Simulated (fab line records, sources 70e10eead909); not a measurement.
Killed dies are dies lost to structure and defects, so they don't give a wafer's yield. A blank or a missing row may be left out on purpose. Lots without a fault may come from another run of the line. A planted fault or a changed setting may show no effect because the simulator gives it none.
Chamber matching | flow nand_harc | NHARC_P_CONTACT_DEP_30 on pecvd-04: 3 sister chambers
The step deposits SiNx, target thk 30 nm. 14 wafers are shown with their chamber, then 7 later ones without.

WAFERS WITH THEIR CHAMBER
wafer  | chamber | heater_power_w (W) | heater_power_outer_w (W)
L182.1 | 1       | 754                | 417
L182.3 | 0       | 643                | 402
L182.4 | 2       | 876                | 494
L189.3 | 0       | 591                | 340
L189.5 | 1       | 738                | 404
L189.6 | 0       | 572                | 344
L193.2 | 2       | 774                | 423
L193.5 | 2       | 790                | 418
L193.6 | 0       | 621                | 362
L200.2 | 2       | 1047               | 596
L200.3 | 1       | 698                | 383
L200.4 | 2       | 1035               | 591
L202.2 | 0       | 699                | 452
L202.4 | 2       | 1055               | 586

SIGNATURES (means of the wafers above)
reading              | chamber 0 | chamber 1 | chamber 2 | scatter within a chamber
heater_power_w       | 625.20    | 730.00    | 929.50    | 94.7
heater_power_outer_w | 380.00    | 401.33    | 518.00    | 64
Rule: a wafer's distance from a chamber is the root of the sum, over the readings, of the square of ((its reading less the chamber's mean) divided by the reading's scatter). The wafer belongs to the nearest chamber; if the next one is less than 2 further off, it can't be placed. The scatter: the root of (the sum of the squares of (reading less its chamber's mean) over the shown wafers, divided by (wafers less chambers)).

WAFERS WITHOUT THEIR CHAMBER
wafer  | heater_power_w (W) | heater_power_outer_w (W)
L202.5 | 733                | 435
L203.1 | 767                | 429
L203.4 | 768                | 440
L203.5 | 941                | 540
L204.1 | 935                | 535
L204.3 | 737                | 450
L204.5 | 747                | 424

WHICH CHAMBER EACH WENT THROUGH
wafer  | from the rows above          | in truth
L202.5 | can't be placed: 1 or 0 or 2 | 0
L203.1 | can't be placed: 1 or 0 or 2 | 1
L203.4 | can't be placed: 1 or 0 or 2 | 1
L203.5 | 2                            | 2
L204.1 | 2                            | 2
L204.3 | can't be placed: 1 or 0 or 2 | 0
L204.5 | can't be placed: 1 or 0      | 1
Placed correctly: 2 of 7. Can't be placed from these rows: 5 (the true chamber is among the candidates in 5). Placed wrongly: 0.
